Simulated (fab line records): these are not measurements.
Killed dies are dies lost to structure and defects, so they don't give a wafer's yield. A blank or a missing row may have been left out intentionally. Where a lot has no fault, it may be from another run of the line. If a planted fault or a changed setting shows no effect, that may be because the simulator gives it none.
Matching of chambers / flow n5 finfet / 3 sister chambers for N5_MOL_CONTACT_COAG_ETCH_124 on rie diel-05
The step etches SiNx in CH3F/O2, stops on SiOC, target depth 6.5 nm. 3 wafers are shown with their chamber, then 4 later ones without.

WAFERS, EACH WITH ITS CHAMBER
wafer=L841.3; chamber=1; showerhead plenum p Torr (Torr)=1.87
wafer=L841.4; chamber=3; showerhead plenum p Torr (Torr)=2.04
wafer=L841.6; chamber=2; showerhead plenum p Torr (Torr)=2.01

WAFERS WITH NO CHAMBER GIVEN
wafer=L842.3; showerhead plenum p Torr (Torr)=2.01
wafer=L842.4; showerhead plenum p Torr (Torr)=2.01
wafer=L845.4; showerhead plenum p Torr (Torr)=2.00
wafer=L845.6; showerhead plenum p Torr (Torr)=2.12

CHAMBER TAKEN BY EACH
wafer=L842.3; from the rows above=can't be placed: 2 or 3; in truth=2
wafer=L842.4; from the rows above=can't be placed: 2 or 3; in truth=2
wafer=L845.4; from the rows above=can't be placed: 2 or 3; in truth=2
wafer=L845.6; from the rows above=can't be placed: 3 or 2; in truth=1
Placed correctly: 0 of 4. Cannot be placed on the basis of these rows: 4; the candidates contain the true chamber in 3. 0 placed wrongly.
How it was worked out, from the rows above alone: a wafer's distance from a chamber is the root of the sum, over the readings, of the square of ((its reading less the chamber's mean) divided by the reading's scatter). If the next closest chamber is less than 2 further off than the closest, the wafer can't be placed; otherwise it belongs to the closest. For every chamber, the mean is computed from those of its wafers that are shown. The scatter: with one shown wafer a chamber, the root of the mean of the squares of how far each hidden wafer lies from its nearest shown one.
